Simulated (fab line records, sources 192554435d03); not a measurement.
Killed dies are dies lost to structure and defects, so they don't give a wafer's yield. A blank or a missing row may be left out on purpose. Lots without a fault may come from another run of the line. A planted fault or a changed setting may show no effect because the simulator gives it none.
fab line records | flow n5_finfet
record lots=5 wafers=15 last_day=18
route steps=1938 shown BEOL_M0@741 BEOL_M1@751 BEOL_M4@1111 PASSIVATION@1936
lots that met no fault: from a run of the same line without faults
start_h: hours from the record's first day to the start of the lot's first wafer shown | wait_h: hours since the lot's step before | " the same as in the row above | L1.1+2: a row that stands for several wafers | - no value, or no start given | * or withheld: withheld | < > ~ a bound
route shown NAME@n: a module of which the file shows steps, and the number in the route of the first | usual: mean/standard deviation of fault-free wafers | same: alike in all rows | chamber/n: place in a boat | sites: the reading at each site | _std_site: their standard deviation | _edge_site: outer sites' mean less inner sites' | radius_mm: how far each site lies from the wafer's centre | mask NAME#n: copy n | behind: the tool/chamber that last shaped the wafer | hold: why the lot was held/for how many hours/how that ended | device: the transistor (n, p or np) that didn't switch | end of line: the same wafers' tests at the end of the route | a step without rows: its recipe alone | killed: dies lost to structure and defects at the first sort, not the wafer's yield | map: a wafer's dies, x killed, . not, _ none there
set.NAME: the setting as run; set.NAME@STEP: as run at that earlier step | model.NAME: the simulator's own value behind a step, which no gauge read
lots at some steps of the route; a table a step, a row a wafer
services: from which hour (start_h, from the record's first day; less than 0 if before it) a tool's chamber was out of use, for how many hours, and why
## steps
# step N5_BEOL_M0_ECD_118
# recipe material=Cu target_thk_a=3000
# step N5_BEOL_M0_ANNEAL_119
# recipe temp_c=225 time_s=90 ambient=N2
# step N5_BEOL_M0_CMP_120
# recipe stop_on=SiOC t_overpolish_s=6.9 down_force_psi=1 platen_rpm=50 clearing_platen_down_force_psi=1.5 clearing_platen_rpm=50 post_cmp_clean=cu_alkaline clearing_platen_pad_velocity_m_s=0.99484 pad_velocity_m_s=0.99484
# step N5_BEOL_M0_PRE_CLEAN_131
# recipe gas=NH3/H2 time_s=15 temp_c=* rf_power_w=300
# step N5_BEOL_M0_CO_CAP_123
# recipe material=Co target_thk_a=20 temp_c=200 precursor=CCTBA/H2 pressure_torr=30 time_s=102.1
# step N5_BEOL_M0_PRE_CLEAN_124
# recipe gas=NH3 time_s=15 temp_c=withheld rf_power_w=300
# step N5_BEOL_M0_DEP_125
# recipe material=SiCN target_thk_a=80 temp_c=withheld precursor=3MS/NH3 pressure_torr=3 rf_w=202 time_s=14
# step N5_BEOL_M1_ILD_DEP_00
# recipe material=SiOC target_thk_a=790 temp_c=350 precursor=DEMS/O2 pressure_torr=5 rf_w=500 time_s=15.3
# step N5_BEOL_M1_PECVD_72
# recipe material=SiO2 target_thk_a=160 temp_c=400 precursor=TEOS/O2 pressure_torr=5.5 rf_w=450 teos_flow_sccm=53.8 gas=O2 flow_sccm=3000 time_s=18
# usual chamber_pressure_Torr=5.501/0.012 heater_power_outer_w=381/46 heater_power_w=663/63 showerhead_plenum_p_Torr=8.76/0.061 throttle_valve_pct=22.4/0.83
# columns lot.wafer tool chamber start_h wait_h chamber_pressure_Torr heater_power_outer_w heater_power_w showerhead_plenum_p_Torr since_wet_clean_h throttle_valve_pct
L384.2 pecvd-03 0 166.44 0.0 - - - - - -
L384.3 " 2 " " - - - - - -
L384.6 " 2 " " - - - - - -
L385.1 pecvd-02 1 178.47 0.0 - - - - - -
L385.2 " 0 " " - - - - - -
L385.4 " 0 " " - - - - - -
L386.1 pecvd-02 1 179.01 0.0 - - - - - -
L386.3 " 0 " " - - - - - -
L386.4 " 2 " " - - - - - -
L397.1 pecvd-01 1 250.38 0.0 5.488 333 591 8.75 1498 23.5
L397.2 " 0 " " 5.512 354 596 8.67 773 22.2
L397.3 " 2 " " 5.502 335 578 8.69 19 21.2
L399.1 pecvd-03 0 266.49 0.0 5.491 441 667 8.70 1333 21.8
L399.4 " 2 " " 5.499 260 528 8.86 - 20.9
L399.5 " 0 " " 5.486 442 679 8.72 - 22.0
# step N5_BEOL_M1_HM_DEP_02
# recipe material=TiN target_thk_a=200 temp_c=25 chamber_pressure_pa=0.49996
# step N5_BEOL_M1_COAT_61
# recipe resist=SOC temp_c=250 time_s=60 spin_rpm=1500 resist_thk_nm=60
# step N5_BEOL_M1_COAT_62
# recipe resist=SiARC temp_c=220 time_s=60 spin_rpm=1500 resist_thk_nm=12
# step N5_BEOL_M1_COAT_73
# recipe resist=underlayer temp_c=205 time_s=60 spin_rpm=1500 resist_thk_nm=5
# step N5_BEOL_M1_COAT_05
# recipe resist=CAR-EUV spin_rpm=1500 resist_thk_nm=30
# step N5_BEOL_M1_EBR_07
# recipe solvent=PGMEA ebr_width_mm=1.5
# step N5_BEOL_M1_SOFTBAKE_06
# recipe temp_c=110 time_s=60 resist=CAR-EUV
# step N5_BEOL_M1_EXPOSE_08
# recipe mask_id=M1 na=0.33 source_shape=dipole sigma_inner=0.369 sigma_outer=0.767 polarization=unpolarized dose_mj=33
# step N5_BEOL_M1_PEB_09
# recipe peb_temp_c=100 peb_time_s=60 resist=CAR-EUV
# step N5_BEOL_M1_DEVELOP_10
# recipe develop_time_s=30 developer=TMAH resist=CAR-EUV rinse_liquid=surfactant_rinse dry=air_spin dev_temp_c=23
# step N5_BEOL_M1_DESCUM_16
# recipe chemistry=O2 time_s=7 source_power_w=50 bias_power_w=20 pressure_mtorr=20 rf_frequency_hz=2.712e+07 temp_c=40 resist=CAR-EUV o2_flow_sccm=225
# step N5_BEOL_M1_ETCH_74
# recipe chemistry=N2/H2 target=underlayer target_depth_a=65 mask_material=CAR-EUV time_s=5.2 ion_energy_ev=200 pressure_mtorr=30 source_w=840 bias_w=150 n2_flow_sccm=200 h2_flow_sccm=200 ends=cleared
# step N5_BEOL_M1_ETCH_63
# recipe chemistry=CF4 target=SiARC target_depth_a=156 mask_material=CAR-EUV time_s=26 ion_energy_ev=80 pressure_mtorr=40 source_w=545 bias_w=36 Ar_flow_sccm=100 cf4_flow_sccm=100 ends=cleared
# step N5_BEOL_M1_ETCH_64
# recipe chemistry=N2/H2 target=SOC target_depth_a=750 overetch_a=150 mask_material=SiARC temp_c=40 time_s=112.5 ion_energy_ev=200 pressure_mtorr=30 source_w=840 bias_w=150 n2_flow_sccm=200 h2_flow_sccm=200
# step N5_BEOL_M1_STRIP_65
# recipe chemistry=N2/H2 temp_c=40 n2_flow_sccm=200 h2_flow_sccm=200 rf_frequency_hz=6e+07
# step N5_BEOL_M1_STRIP_75
# recipe chemistry=N2/H2 temp_c=40 n2_flow_sccm=200 h2_flow_sccm=200 rf_frequency_hz=6e+07
# step N5_BEOL_M1_STRIP_66
# recipe chemistry=CF4 resist=SiARC power_w=300 bias_power_w=75 pressure_mtorr=50 cf4_flow_sccm=150 rf_frequency_hz=6e+07
# step N5_BEOL_M1_HM_OPEN_17
# recipe chemistry=Cl2/BCl3 target_depth_a=200 overetch_a=60 target=TiN mask_material=SOC ion_energy_ev=150 pressure_mtorr=10 icp_w=1000 bias_w=126 Cl2_flow_sccm=53.25 bcl3_flow_sccm=21.75 Ar_flow_sccm=25
# step N5_BEOL_M1_STRIP_19
# recipe chemistry=O2 power_w=400 temp_c=40 pressure_mtorr=30 rf_frequency_hz=6e+07 bias_power_w=0 overash_fraction=0.2 o2_flow_sccm=225
# step N5_BEOL_M1_COAT_67
# recipe resist=SOC temp_c=250 time_s=60 spin_rpm=1500 resist_thk_nm=60
# step N5_BEOL_M1_COAT_68
# recipe resist=SiARC temp_c=220 time_s=60 spin_rpm=1500 resist_thk_nm=12
# step N5_BEOL_M1_COAT_76
# recipe resist=underlayer temp_c=205 time_s=60 spin_rpm=1500 resist_thk_nm=5
# step N5_BEOL_M1_COAT_22
# recipe resist=CAR-EUV spin_rpm=1500 resist_thk_nm=30
# step N5_BEOL_M1_EBR_24
# recipe solvent=PGMEA ebr_width_mm=1.5
# step N5_BEOL_M1_SOFTBAKE_23
# recipe temp_c=110 time_s=60 resist=CAR-EUV
# step N5_BEOL_M4_RC_MEAS_101
# usual DIBL_N=35.6/1.7 DIBL_P=35.0/2 IOFF_N=0.148/0.027 IOFF_P=0.19/0.032 ION_N=671/14 ION_P=460/9.1 SS_N=71.3/0.62 SS_P=73.0/0.64 VT_N=251/3.2 VT_P=-251.5/2.9
# columns lot.wafer tool chamber start_h wait_h DIBL_N[mV/V] DIBL_P[mV/V] IOFF_N[nA/um] IOFF_P[nA/um] ION_N[uA/um] ION_P[uA/um] SS_N[mV/dec] SS_P[mV/dec] VT_N[mV] VT_P[mV]
L384.2 prober-02 0 217.54 0.2 35.8 35.0 0.158 0.20 664 453 71.6 73.7 250 -250.7
L384.3 " 0 " " 37.2 37.8 0.198 0.27 692 481 71.6 74.5 245 -244.9
L384.6 " 0 " " 34.9 34.9 0.145 0.21 679 471 71.1 73.0 252 -246.8
L385.1 prober-01 0 248.00 0.0 37.2 37.7 0.218 0.29 691 477 71.8 74.5 242 -243.5
L385.2 " 0 " " 35.6 36.5 0.177 0.26 672 466 72.5 73.7 246 -245.6
L385.4 " 0 " " 34.0 34.0 0.146 0.21 679 463 71.8 73.2 252 -248.5
L386.1 prober-01 0 248.93 0.4 35.0 36.1 0.157 0.24 679 473 72.1 73.1 250 -247.0
L386.3 " 0 " " 35.6 37.1 0.165 0.26 665 462 71.9 73.5 249 -244.8
L386.4 " 0 " " 34.1 34.2 0.131 0.20 655 454 71.5 73.1 252 -248.9
L397.1 prober-02 0 308.39 0.0 34.3 32.2 0.131 0.17 661 456 71.4 72.9 250 -251.8
L397.2 " 0 " " 38.1 37.4 0.208 0.26 696 476 72.1 73.8 245 -246.6
L397.3 " 0 " " 35.2 33.9 0.154 0.19 671 462 71.3 73.0 247 -250.4
L399.1 prober-02 0 321.78 0.0 35.3 35.0 0.142 0.18 665 450 71.4 72.7 251 -255.6
L399.4 " 0 " " 35.8 35.6 0.147 0.18 665 455 71.5 73.2 254 -252.2
L399.5 " 0 " " 36.5 36.9 0.167 0.21 685 468 71.1 73.7 250 -250.5
# step N5_PASSIVATION_PROBE_49
# usual defect_limited_yield=91.2/1.6 killed_at_M0_to_M3=35/11 killed_at_M4_up=14/5.4 killed_at_contacts=13/6 killed_at_front_end=38/11 killed_at_other=3.4/2.6 killed_dies=104/19 killed_on_rim=13/3.9 killed_open=68/13 killed_short=34/8.5 sort_bin_5_function=5.1/1 sort_bin_6_memory=3.3/0.72 sort_n_pass=1075/22 sort_yield_pct=91.1/1.9
# same gross_dies=1180 killed_at_back_side=0 sort_bin_4_leakage[%]=0 sort_bin_8_speed[%]=0
# columns lot.wafer tool chamber start_h wait_h defect_limited_yield[%] killed_at_M0_to_M3 killed_at_M4_up killed_at_contacts killed_at_front_end killed_at_other killed_dies killed_on_rim killed_open killed_short sort_bin_5_function[%] sort_bin_6_memory[%] sort_n_pass sort_yield_pct[%]
L384.2 prober-01 - 331.54 0.1 61.9 344 21 33 50 1 449 106 96 28 31.4 4.9 731 61.9
L384.3 prober-01 - 331.59 0.1 64.1 356 22 19 27 0 424 65 76 20 33.1 2.7 756 64.1
L384.6 prober-01 - 331.74 0.3 63.0 364 15 13 42 3 437 68 72 37 33.0 3.8 743 63.0
L386.1 prober-02 - 355.87 0.0 62.7 365 20 16 36 3 440 17 76 33 33.6 3.4 740 62.7
L386.3 prober-02 - 355.97 0.1 64.5 345 18 10 41 5 419 30 80 33 31.5 3.8 761 64.5
L386.4 prober-02 - 356.02 0.2 62.9 361 19 12 46 0 438 115 76 43 32.5 4.5 742 62.9
L385.1 prober-02 - 362.59 0.0 65.4 360 12 4 30 2 408 14 54 38 31.9 2.4 772 65.4
L385.2 prober-02 - 362.64 0.1 60.9 393 11 4 50 3 461 48 66 48 34.6 3.8 719 60.9
L385.4 prober-02 - 362.74 0.2 63.3 370 14 8 34 7 433 31 66 43 32.7 3.4 747 63.3
L397.1 prober-01 - 422.17 0.4 93.6 17 16 10 28 4 75 9 47 27 3.7 2.4 1105 93.6
L397.2 prober-01 - 422.22 0.5 90.9 28 24 10 43 2 107 14 64 43 5.8 2.9 1073 90.9
L397.3 prober-01 - 422.27 0.5 92.5 27 18 8 29 6 88 16 62 24 4.2 2.9 1092 92.5
L399.1 prober-02 - 435.97 0.0 91.9 31 20 23 20 1 95 13 64 26 3.7 3.8 1085 91.9
L399.4 prober-02 - 436.12 0.2 94.0 24 10 16 18 3 71 7 50 21 3.8 1.9 1109 94.0
L399.5 prober-02 - 436.17 0.2 93.3 24 18 12 22 3 79 14 53 23 3.6 3.1 1101 93.3
# killed by level:class
L384.2 BEOL_M1:area_pecvd=306 MOL_CONTACT_COAG:geometric_particle:open=26 HKMG_FIN:area_etch=18 BEOL_M2:geometric_particle:open=16 FIN_SAQP:geometric_particle:open=10 MOL_CONTACT_COAG:geometric_particle:short=7 BEOL_M3:geometric_particle:open=6 STI_FIN_REVEAL:geometric_particle:open=5
L384.3 BEOL_M1:area_pecvd=327 MOL_CONTACT_COAG:geometric_particle:open=16 BEOL_M3:geometric_particle:open=9 BEOL_M5:geometric_particle:open=8 BEOL_M2:geometric_particle:open=7 BEOL_M4:geometric_particle:open=6 DUMMY_GATE:geometric_particle:open=5 BEOL_M2:geometric_particle:short=5
L384.6 BEOL_M1:area_pecvd=328 FIN_SAQP:geometric_particle:open=17 MOL_CONTACT_COAG:geometric_particle:open=10 FIN_SAQP:geometric_particle:short=8 BEOL_M3:geometric_particle:short=8 BEOL_M2:geometric_particle:open=7 BEOL_M4:geometric_particle:open=7 BEOL_M5:geometric_particle:open=6
L386.1 BEOL_M1:area_pecvd=330 MOL_CONTACT_COAG:geometric_particle:open=10 BEOL_M4:geometric_particle:open=10 STI_FIN_REVEAL:geometric_particle:open=9 FIN_SAQP:geometric_particle:open=7 BEOL_M0_SAQP:geometric_particle:short=7 FIN_SAQP:geometric_particle:short=6 MOL_CONTACT_COAG:geometric_particle:short=6
L386.3 BEOL_M1:area_pecvd=306 STI_FIN_REVEAL:geometric_particle:open=13 FIN_SAQP:geometric_particle:short=11 BEOL_M2:geometric_particle:open=9 MOL_CONTACT_COAG:geometric_particle:open=8 FIN_SAQP:geometric_particle:open=7 BEOL_M1:geometric_particle:open=6 BEOL_M3:geometric_particle:open=6
L386.4 BEOL_M1:area_pecvd=319 BEOL_M1:geometric_particle:short=12 BEOL_M4:geometric_particle:open=10 FIN_SAQP:geometric_particle:short=10 MOL_CONTACT_COAG:geometric_particle:open=10 FIN_SAQP:geometric_particle:open=9 STI_FIN_REVEAL:geometric_particle:open=9 BEOL_M0:geometric_particle:open=7
L385.1 BEOL_M1:area_pecvd=315 BEOL_M0_SAQP:geometric_particle:short=10 FIN_SAQP:geometric_particle:short=7 BEOL_M0_SAQP:geometric_particle:open=7 BEOL_M2:geometric_particle:open=7 FIN_SAQP:geometric_particle:open=6 BEOL_M1:geometric_particle:short=6 BEOL_M1:geometric_particle:open=5
L385.2 BEOL_M1:area_pecvd=347 BEOL_M0_SAQP:geometric_particle:short=17 BEOL_M0_SAQP:geometric_particle:open=15 FIN_SAQP:geometric_particle:open=13 STI_FIN_REVEAL:geometric_particle:open=11 FIN_SAQP:geometric_particle:short=8 BEOL_M4:geometric_particle:open=8 STARTING-WAFER:geometric_particle:short=7
L385.4 BEOL_M1:area_pecvd=322 BEOL_M0_SAQP:geometric_particle:short=18 BEOL_M0_SAQP:geometric_particle:open=10 FIN_SAQP:geometric_particle:open=9 BEOL_M4:geometric_particle:open=8 MOL_CONTACT_COAG:geometric_particle:open=7 FIN_SAQP:geometric_particle:short=5 STI_FIN_REVEAL:geometric_particle:open=5
L397.1 MOL_CONTACT_COAG:geometric_particle:open=7 BEOL_M2:geometric_particle:open=6 ILD0:geometric_particle:open=5 GATE_CUT:geometric_particle:open=5 ILD0:geometric_particle:short=4 GATE_CUT:geometric_particle:short=4 MOL_CONTACT_COAG:geometric_particle:short=3 BEOL_M0_SAQP:geometric_particle:open=3
L397.2 BEOL_M4:geometric_particle:open=13 BEOL_M0_SAQP:geometric_particle:open=12 FIN_SAQP:geometric_particle:short=11 BEOL_M0_SAQP:geometric_particle:short=10 FIN_SAQP:geometric_particle:open=9 STI_FIN_REVEAL:geometric_particle:open=9 MOL_CONTACT_COAG:geometric_particle:open=8 ILD0:geometric_particle:short=4
L397.3 STI_FIN_REVEAL:geometric_particle:open=10 BEOL_M0_SAQP:geometric_particle:open=9 BEOL_M0_SAQP:geometric_particle:short=9 MOL_CONTACT_COAG:geometric_particle:open=8 FIN_SAQP:geometric_particle:open=6 FIN_SAQP:geometric_particle:short=5 BEOL_M2:geometric_particle:open=5 BEOL_M4:geometric_particle:open=5
L399.1 MOL_CONTACT_COAG:geometric_particle:open=17 BEOL_M4:geometric_particle:open=11 BEOL_M0_SAQP:geometric_particle:open=10 BEOL_M2:geometric_particle:open=8 MOL_CONTACT_COAG:geometric_particle:short=6 BEOL_M0_SAQP:geometric_particle:short=6 DUMMY_GATE:geometric_particle:open=4 HKMG_FIN:area_etch=4
L399.4 MOL_CONTACT_COAG:geometric_particle:open=14 BEOL_M0_SAQP:geometric_particle:short=9 GATE_CUT:geometric_particle:short=4 BEOL_M0:geometric_particle:open=4 BEOL_M4:geometric_particle:open=4 DUMMY_GATE:geometric_particle:open=3 SPACER0:geometric_particle:open=3 BEOL_M1:geometric_particle:open=3
L399.5 BEOL_M2:geometric_particle:open=12 MOL_CONTACT_COAG:geometric_particle:open=9 BEOL_M5:geometric_particle:open=6 BEOL_M4:geometric_particle:open=5 STI_FIN_REVEAL:geometric_particle:open=4 MOL_CONTACT_COAG:geometric_particle:short=3 BEOL_M0:geometric_particle:open=3 STARTING-WAFER:geometric_particle:short=3
# map L384.2 (x killed, . not)
_________________x....xxx.xx.________________
______________.xxxxxxx..xx.xx..x_____________
___________xxx............x....x.xx__________
__________xx................xx..x..x_________
________x.x...xxx.x.....xx...x.x..xxx._______
_______..x.x...x................xx....x______
______x...x.x..x.............xxx.x.xxxxx_____
_____x.x...x.x..xx.x....x.....xx....xx.xx____
____x..x..x..x.......xx.........x....xxxx.___
___x.xxxxx..x........x..x.....x...x....x.xx__
___.xx.x.x.......x.x.x...x.....x.x..x.xx..x__
__............x....x...x..x..x.x.....x.xx.x._
__xxx...x......x.x....x......xxx......xx.xx._
_x..x.xx..x..........x.x...x........x..xxxx.x
_xxxxx.xxx..x....................x.....xx.xxx
_xx.x....x..x.x....................x...xxxxxx
_x.x.x..x........x...................xxxxxx.x
_x.......x.x...x.x.......x...........x..xxxxx
_xx.x...............x.x.......x..x.x..xxxxxx.
_xxx...........x.x.x.......x.x........xxx.xxx
_x...xxx.x.........x...xx.x..xx.x...xxxx..xxx
__xx...........xx.xx..x.x....xxx.....x.xxxxx_
__.xxx..........x..x.....x..x...xx..xxxx.xxx_
___.xx.x.xx...x............x....x.x...xx.xx__
___...xx..x................x......x..xx.xxx__
____xxx.x..x.....xx.............xx.xxxxxx.___
_____x.x.xxx......x.x.........x.x..x.xxxx____
______.xx.x.x...x..x.xx..x.......x.x..xx_____
_______x.xx.xxxx.xx...xxxxxxx...xxxx..x______
________xxx.xx..xxx......x..x..xxxxxxx_______
__________x.xxx.x....xx.xxxx.x.x.xxx_________
___________xxxxxxxxxxxxxxx....xxx.x__________
______________.xx.xxx.xxxxxxx.xx_____________
_________________xxxxx.xxxxxx________________
# map L385.2 (x killed, . not)
_________________.....xx.....________________
______________......x..x.x...x.x_____________
___________..x....x.xx....x..x....x__________
__________......x....x.......x......_________
________.xx........x...x.xxxxx...x.xxx_______
_______..x..x.x....x.x......x.x.xxxx.x.______
______.x....x............x..xxxxxxxxx.xx_____
_____.............xx.........xx..xx....x.____
____...x......x..xx....x.xxx.xxxxxxx.xxxx.___
___.x....x.......xx.xx.xx..x.xxxx..xx.xxx.x__
___......x.......x.xx.xxxxxxxxx.x..x.xxxxxx__
__.....x............xx.xxxx.xxx..x.xxxxxx.xx_
__x...x..........xx..xxxxxxxx.xx.xx.xxxxx..x_
_x....x..x.xx......x.xx....x.x.x..xxxxx.xx...
_......x.........xxx.x.xxxxxx.xxxxxxxxxxxx.xx
_......x......x..xxx.xx..xxxxxxxxxxx.x.xxxxxx
_........x....x.xxxxx.xx.x.xxx.xx..x....x....
_..x....x.xx.xx..x.xxx..xxxxx.xxx..x.x.x..xxx
_.......x.......xxx.x.x...x..xxx.xxxxx.xxxxxx
_......xx.x.x..x..x.......xx.xxxxxxx...xxxxx.
_.....x...........xxxxx.xxx.xxxxx.xxx..xxx..x
__x...x.....x..xxxx..xx.xxx.x..xxx.x.x....xx_
__.............x...xx..xx...xx.xxxx.xx..x.xx_
___....xx......xx......x..x.xx.x..x.xxx.xxx__
___.x.x...x...x.........xxx...xx.x.x...x.xx__
____.......xx...x.x.x....x..x..xxx.x...x..___
_____.......x...........xx......x.x.xx...____
______x......x....x.xx.x...x.......xx..x_____
_______.............x.xx..x...x.x.x.x..______
________..x...........x..x..x..x..x.x._______
__________...x..x....xx.x....x......_________
___________...x.....x.x.....x...x..__________
______________.x...x.x.......x.._____________
_________________....xx......________________
## services
# columns tool chamber start_h hours kind
pecvd-03 - 143.45 0.3 repair
pecvd-03 - 154.35 1.2 repair
pecvd-01 - 164.59 14.6 pm
pecvd-01 2 202.43 - clean
pecvd-01 2 202.43 - consumable_replace:showerhead
pecvd-01 2 202.43 29.0 scheduled_down
pecvd-01 2 202.43 29.0 vent_cycle
pecvd-03 - 203.07 0.6 repair
pecvd-02 - 213.43 0.8 repair
pecvd-01 1 232.63 - calibration
pecvd-03 2 241.42 8.2 repair
## key
first_sign step=N5_BEOL_M1_PECVD_72 reading=tool_record direction=missing
effect step=N5_PASSIVATION_PROBE_49 reading=killed_at_M0_to_M3 direction=up sigmas=31 usual=35 struck=362
more_kills_born_at N5_BEOL_M1_PECVD_72@pecvd-02=1939 N5_BEOL_M1_PECVD_72@pecvd-03=960
met_at N5_BEOL_M1_PECVD_72
struck_wafers L384.2,L384.3,L384.6,L385.1,L385.2,L385.4,L386.1,L386.3,L386.4
baseline_loss step=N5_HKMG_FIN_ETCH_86 wafers=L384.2
fault kind=skipped_step_whole tool=pecvd-02,pecvd-03 chamber=- onset_h=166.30 steps=N5_BEOL_M1_PECVD_72 scope=struck_lots_only
# baseline_loss: these wafers lose ten dies or more at that step, a loss of the line's own and not of a fault; the sort's usual values leave them out
